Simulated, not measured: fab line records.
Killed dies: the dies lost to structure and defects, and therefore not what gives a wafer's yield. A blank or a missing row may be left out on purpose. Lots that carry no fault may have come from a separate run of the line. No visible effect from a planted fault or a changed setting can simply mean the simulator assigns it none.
What tool caused it? || flow nand harc || 36 wafers from 12 lots sampled at 6 of the route's 1159 steps

WHAT EACH GAUGE READ, for each wafer
NHARC_A_CONTACT_CD_MEAS_80. Usual: cd nm reads 189.9 nm (standard deviation 0.74).
{"lot": "L976", "measured": "day 16 23:05", "on": "cd sem-01", "cd nm (nm)": "189.7 190.1 190.5", "flag": ""}
{"lot": "L975", "measured": "day 16 23:08", "on": "cd sem-02", "cd nm (nm)": "190.6 189.9 190.3", "flag": ""}
{"lot": "L980", "measured": "day 17 11:10", "on": "cd sem-02", "cd nm (nm)": "190.2 189.8 189.5", "flag": ""}
{"lot": "L979", "measured": "day 17 18:06", "on": "cd sem-02", "cd nm (nm)": "190.5 190.4 191.2", "flag": ""}
{"lot": "L982", "measured": "day 18 16:26", "on": "cd sem-02", "cd nm (nm)": "189.8 189.3 189.5", "flag": ""}
{"lot": "L989", "measured": "day 19 16:31", "on": "cd sem-01", "cd nm (nm)": "188.3 188.7 189.8", "flag": ""}
{"lot": "L988", "measured": "day 19 19:07", "on": "cd sem-01", "cd nm (nm)": "190.2 191.0 190.6", "flag": ""}
{"lot": "L991", "measured": "day 20 18:23", "on": "cd sem-01", "cd nm (nm)": "189.8 190.5 189.8", "flag": ""}
{"lot": "L994", "measured": "day 21 07:31", "on": "cd sem-02", "cd nm (nm)": "190.0 190.3 190.0", "flag": ""}
{"lot": "L993", "measured": "day 21 19:59", "on": "cd sem-02", "cd nm (nm)": "191.2 189.7 189.4", "flag": ""}
{"lot": "L996", "measured": "day 22 01:34", "on": "cd sem-03", "cd nm (nm)": "189.2 189.3 190.8", "flag": ""}
{"lot": "L997", "measured": "day 22 15:15", "on": "cd sem-02", "cd nm (nm)": "190.4 189.6 190.1", "flag": ""}

NHARC_A_CONTACT_INSPECT_10. Usual: raw defect count reads 25 (standard deviation 10).
{"lot": "L976", "measured": "day 17 02:10", "on": "defect inspect-02", "raw defect count": "25 38 20", "flag": ""}
{"lot": "L975", "measured": "day 17 02:23", "on": "defect inspect-01", "raw defect count": "26 26 16", "flag": ""}
{"lot": "L980", "measured": "day 17 15:40", "on": "defect inspect-01", "raw defect count": "15 7 16", "flag": ""}
{"lot": "L979", "measured": "day 17 21:08", "on": "defect inspect-02", "raw defect count": "32 21 23", "flag": ""}
{"lot": "L982", "measured": "day 18 19:49", "on": "defect inspect-01", "raw defect count": "43 38 38", "flag": ""}
{"lot": "L989", "measured": "day 19 20:19", "on": "defect inspect-02", "raw defect count": "30 48 31", "flag": ""}
{"lot": "L988", "measured": "day 19 22:44", "on": "defect inspect-01", "raw defect count": "34 21 27", "flag": ""}
{"lot": "L991", "measured": "day 20 22:51", "on": "defect inspect-01", "raw defect count": "33 633 629", "flag": "OFF"}
{"lot": "L994", "measured": "day 21 13:01", "on": "defect inspect-01", "raw defect count": "30 32 25", "flag": ""}
{"lot": "L993", "measured": "day 21 22:56", "on": "defect inspect-01", "raw defect count": "32 34 33", "flag": ""}
{"lot": "L996", "measured": "day 22 04:32", "on": "defect inspect-02", "raw defect count": "21 15 14", "flag": ""}
{"lot": "L997", "measured": "day 22 18:17", "on": "defect inspect-01", "raw defect count": "17 11 10", "flag": ""}

NHARC_END_SORT_01. Usual: killed at array 24, standard deviation 8.4; killed at other 0.7, standard deviation 1.1; killed at periphery 2.9, standard deviation 1.7; killed dies 27, standard deviation 8.6; killed open 3.3, standard deviation 1.8; killed short 1.8, standard deviation 1.4.
{"lot": "L991", "measured": "day 23 10:20", "on": "prober-02", "killed at array": "29 113 116", "killed at other": "0 0 1", "killed at periphery": "2 2 1", "killed dies": "31 115 118", "killed open": "5 6 2", "killed short": "0 0 1", "flag": "OFF"}

WHICH TOOL RAN EACH LOT (tool, then ch and the chambers of the sampled wafers, then the start)
{"lot": "L976", "NHARC_A_CONTACT_ETCH_133": "har cap etch-02 ch 0,1, day 16 22:14", "NHARC_A_CONTACT_DEP_85": "pecvd-02 ch 1,2, day 17 01:19", "NHARC_A_CONTACT_ETCH_89": "rie diel-11 ch 1,2,3, no start"}
{"lot": "L975", "NHARC_A_CONTACT_ETCH_133": "har cap etch-03 ch 0,1, day 16 22:20", "NHARC_A_CONTACT_DEP_85": "pecvd-01 ch 1,2, day 17 01:35", "NHARC_A_CONTACT_ETCH_89": "rie diel-05 ch 0,1,3, no start"}
{"lot": "L980", "NHARC_A_CONTACT_ETCH_133": "har cap etch-02 ch 0,1, day 17 10:20", "NHARC_A_CONTACT_DEP_85": "pecvd-04 ch 0,1,2, day 17 14:50", "NHARC_A_CONTACT_ETCH_89": "rie diel-06 ch 1,3, no start"}
{"lot": "L979", "NHARC_A_CONTACT_ETCH_133": "har cap etch-01 ch 0,1, day 17 17:23", "NHARC_A_CONTACT_DEP_85": "pecvd-04 ch 0,1,2, day 17 20:28", "NHARC_A_CONTACT_ETCH_89": "rie diel-11 ch 2,3, no start"}
{"lot": "L982", "NHARC_A_CONTACT_ETCH_133": "har cap etch-03 ch 0,1, day 18 15:35", "NHARC_A_CONTACT_DEP_85": "pecvd-02 ch 0,1,2, day 18 18:58", "NHARC_A_CONTACT_ETCH_89": "rie diel-11 ch 0,1,2, no start"}
{"lot": "L989", "NHARC_A_CONTACT_ETCH_133": "har cap etch-01 ch 0,1, day 19 15:35", "NHARC_A_CONTACT_DEP_85": "pecvd-01 ch 0,1,2, day 19 19:28", "NHARC_A_CONTACT_ETCH_89": "rie diel-05 ch 1,2,3, no start"}
{"lot": "L988", "NHARC_A_CONTACT_ETCH_133": "har cap etch-02 ch 0,1, day 19 18:22", "NHARC_A_CONTACT_DEP_85": "pecvd-04 ch 0,1,2, day 19 21:55", "NHARC_A_CONTACT_ETCH_89": "rie diel-11 ch 0,1,2, no start"}
{"lot": "L991", "NHARC_A_CONTACT_ETCH_133": "har cap etch-01 ch 0,1, day 20 17:36", "NHARC_A_CONTACT_DEP_85": "pecvd-02 ch 0,1, day 20 22:01", "NHARC_A_CONTACT_ETCH_89": "rie diel-06 ch 1,3, day 23 10:20 or earlier"}
{"lot": "L994", "NHARC_A_CONTACT_ETCH_133": "har cap etch-03 ch 0,1, day 21 06:44", "NHARC_A_CONTACT_DEP_85": "pecvd-01 ch 0,2, day 21 12:21", "NHARC_A_CONTACT_ETCH_89": "rie diel-05 ch 1,2,3, no start"}
{"lot": "L993", "NHARC_A_CONTACT_ETCH_133": "har cap etch-02 ch 0,1, day 21 19:12", "NHARC_A_CONTACT_DEP_85": "pecvd-04 ch 1,2, day 21 22:13", "NHARC_A_CONTACT_ETCH_89": "rie diel-06 ch 0,2,3, no start"}
{"lot": "L996", "NHARC_A_CONTACT_ETCH_133": "har cap etch-01 ch 0,1, day 22 00:49", "NHARC_A_CONTACT_DEP_85": "pecvd-04 ch 0,1,2, day 22 03:50", "NHARC_A_CONTACT_ETCH_89": "rie diel-05 ch 1,2,3, no start"}
{"lot": "L997", "NHARC_A_CONTACT_ETCH_133": "har cap etch-02 ch 0,1, day 22 14:34", "NHARC_A_CONTACT_DEP_85": "pecvd-04 ch 0,1,2, day 22 17:28", "NHARC_A_CONTACT_ETCH_89": "rie diel-06 ch 0,2, no start"}
- NHARC_A_CONTACT_ETCH_133: etches the open film in C4F8/O2/Ar, time 195 s, target depth 840 nm.
- NHARC_A_CONTACT_DEP_85: deposits SiON, target thk 50 nm.
- NHARC_A_CONTACT_ETCH_89: etches the open film in N2/H2, target depth 260 nm, time 475.3 s.

AS READ BY THE TOOLS THEMSELVES (means over the sampled wafers that have a number; for cases with no such wafer, the mark the record gives instead)
NHARC_A_CONTACT_ETCH_133. Usual: oes air line au reads 1.004 a.u. (standard deviation 0.02).
{"lot": "L976", "tool": "har cap etch-02", "oes air line au (a.u.)": 1.019, "flag": ""}
{"lot": "L975", "tool": "har cap etch-03", "oes air line au (a.u.)": 1.017, "flag": ""}
{"lot": "L980", "tool": "har cap etch-02", "oes air line au (a.u.)": 0.990, "flag": ""}
{"lot": "L979", "tool": "har cap etch-01", "oes air line au (a.u.)": 1.001, "flag": ""}
{"lot": "L982", "tool": "har cap etch-03", "oes air line au (a.u.)": 0.997, "flag": ""}
{"lot": "L989", "tool": "har cap etch-01", "oes air line au (a.u.)": 1.025, "flag": ""}
{"lot": "L988", "tool": "har cap etch-02", "oes air line au (a.u.)": 1.009, "flag": ""}
{"lot": "L991", "tool": "har cap etch-01", "oes air line au (a.u.)": 1.007, "flag": ""}
{"lot": "L994", "tool": "har cap etch-03", "oes air line au (a.u.)": 1.001, "flag": ""}
{"lot": "L993", "tool": "har cap etch-02", "oes air line au (a.u.)": 1.006, "flag": ""}
{"lot": "L996", "tool": "har cap etch-01", "oes air line au (a.u.)": 1.005, "flag": ""}
{"lot": "L997", "tool": "har cap etch-02", "oes air line au (a.u.)": 0.984, "flag": ""}

NHARC_A_CONTACT_DEP_85. Usual: chamber pressure Torr 3.501 Torr, standard deviation 0.008; heater power w 744 W, standard deviation 86.
{"lot": "L976", "tool": "pecvd-02", "chamber pressure Torr (Torr)": 3.493, "heater power w (W)": 662, "flag": ""}
{"lot": "L975", "tool": "pecvd-01", "chamber pressure Torr (Torr)": 3.508, "heater power w (W)": 763, "flag": ""}
{"lot": "L980", "tool": "pecvd-04", "chamber pressure Torr (Torr)": 3.503, "heater power w (W)": 762, "flag": ""}
{"lot": "L979", "tool": "pecvd-04", "chamber pressure Torr (Torr)": 3.503, "heater power w (W)": 782, "flag": ""}
{"lot": "L982", "tool": "pecvd-02", "chamber pressure Torr (Torr)": 3.504, "heater power w (W)": 660, "flag": ""}
{"lot": "L989", "tool": "pecvd-01", "chamber pressure Torr (Torr)": 3.502, "heater power w (W)": 767, "flag": ""}
{"lot": "L988", "tool": "pecvd-04", "chamber pressure Torr (Torr)": 3.499, "heater power w (W)": 800, "flag": ""}
{"lot": "L991", "tool": "pecvd-02", "chamber pressure Torr (Torr)": 3.508, "heater power w (W)": 634, "flag": ""}
{"lot": "L994", "tool": "pecvd-01", "chamber pressure Torr (Torr)": 3.509, "heater power w (W)": 758, "flag": ""}
{"lot": "L993", "tool": "pecvd-04", "chamber pressure Torr (Torr)": 3.498, "heater power w (W)": 829, "flag": ""}
{"lot": "L996", "tool": "pecvd-04", "chamber pressure Torr (Torr)": 3.496, "heater power w (W)": 790, "flag": ""}
{"lot": "L997", "tool": "pecvd-04", "chamber pressure Torr (Torr)": 3.492, "heater power w (W)": 730, "flag": ""}

NHARC_A_CONTACT_ETCH_89. Usual: drypump motor current A 5.56 A, standard deviation 0.27; oes product au 0.999 a.u., standard deviation 0.012; rf vpp V 429.7 V, standard deviation 2.9; showerhead plenum p Torr 2.01 Torr, standard deviation 0.1; throttle valve pct 14.170 %, standard deviation 0.0089.
{"lot": "L976", "tool": "rie diel-11", "drypump motor current A (A)": 5.37, "oes product au (a.u.)": 1.003, "rf vpp V (V)": 428.3, "showerhead plenum p Torr (Torr)": 1.97, "throttle valve pct (%)": 14.174, "flag": ""}
{"lot": "L975", "tool": "rie diel-05", "drypump motor current A (A)": 5.47, "oes product au (a.u.)": 0.992, "rf vpp V (V)": 430.2, "showerhead plenum p Torr (Torr)": 2.04, "throttle valve pct (%)": 14.176, "flag": ""}
{"lot": "L980", "tool": "rie diel-06", "drypump motor current A (A)": 5.87, "oes product au (a.u.)": 0.980, "rf vpp V (V)": 432.2, "showerhead plenum p Torr (Torr)": 2.10, "throttle valve pct (%)": 14.166, "flag": ""}
{"lot": "L979", "tool": "rie diel-11", "drypump motor current A (A)": 5.15, "oes product au (a.u.)": 0.997, "rf vpp V (V)": 428.1, "showerhead plenum p Torr (Torr)": 1.95, "throttle valve pct (%)": 14.158, "flag": ""}
{"lot": "L982", "tool": "rie diel-11", "drypump motor current A (A)": 5.53, "oes product au (a.u.)": 0.999, "rf vpp V (V)": 429.0, "showerhead plenum p Torr (Torr)": 1.95, "throttle valve pct (%)": 14.170, "flag": ""}
{"lot": "L989", "tool": "rie diel-05", "drypump motor current A (A)": 5.51, "oes product au (a.u.)": 1.007, "rf vpp V (V)": 432.5, "showerhead plenum p Torr (Torr)": 2.10, "throttle valve pct (%)": 14.176, "flag": ""}
{"lot": "L988", "tool": "rie diel-11", "drypump motor current A (A)": 5.54, "oes product au (a.u.)": 1.000, "rf vpp V (V)": 428.1, "showerhead plenum p Torr (Torr)": 1.95, "throttle valve pct (%)": 14.170, "flag": ""}
{"lot": "L991", "tool": "rie diel-06", "drypump motor current A (A)": 5.97, "oes product au (a.u.)": 0.984, "rf vpp V (V)": 430.2, "showerhead plenum p Torr (Torr)": 2.05, "throttle valve pct (%)": 14.171, "flag": ""}
{"lot": "L994", "tool": "rie diel-05", "drypump motor current A (A)": 5.51, "oes product au (a.u.)": 1.015, "rf vpp V (V)": 432.0, "showerhead plenum p Torr (Torr)": 2.10, "throttle valve pct (%)": 14.170, "flag": ""}
{"lot": "L993", "tool": "rie diel-06", "drypump motor current A (A)": 5.75, "oes product au (a.u.)": 0.998, "rf vpp V (V)": 430.8, "showerhead plenum p Torr (Torr)": 2.09, "throttle valve pct (%)": 14.175, "flag": ""}
{"lot": "L996", "tool": "rie diel-05", "drypump motor current A (A)": 5.51, "oes product au (a.u.)": 1.001, "rf vpp V (V)": 432.1, "showerhead plenum p Torr (Torr)": 2.10, "throttle valve pct (%)": 14.171, "flag": ""}
{"lot": "L997", "tool": "rie diel-06", "drypump motor current A (A)": 5.63, "oes product au (a.u.)": 1.001, "rf vpp V (V)": 432.2, "showerhead plenum p Torr (Torr)": 2.11, "throttle valve pct (%)": 14.173, "flag": ""}

THE ANSWER, worked out from the rows above alone
Rule: a lot counts as off when the mean over its wafers that have a number is more than 3 standard deviations away from the usual mean. A lot without any number at a reading at which 4 lots or more have one is off too. Where the step has rows for the other lots, those lots are counted as sound. Order of review: gauges by route order, followed by the tools' own readings, for which a lot's mean as printed above is used. At the first step where some lot is off, the reading lying furthest off is the one used; lots without a number count as furthest.
Off: L991 (NHARC_A_CONTACT_INSPECT_10, raw defect count).
A tool fits if, at a process step before that reading, it ran every lot that is off, and no sound lot after the first of them. Not tried: the gauges at NHARC_A_CONTACT_INSPECT_10; whatever is off there is also off at NHARC_END_SORT_01, on other tools, and gauge error can't account for it. One candidate fits, namely pecvd-02 at NHARC_A_CONTACT_DEP_85. Its last sound lot is L982 (day 18 18:58), its first lot that is off L991 (day 20 22:01): a fault that began between those two fits.

WHAT THE SIMULATOR HAD INSERTED
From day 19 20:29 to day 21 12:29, pecvd-02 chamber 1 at NHARC_A_CONTACT_DEP_85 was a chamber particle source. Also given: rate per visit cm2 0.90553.
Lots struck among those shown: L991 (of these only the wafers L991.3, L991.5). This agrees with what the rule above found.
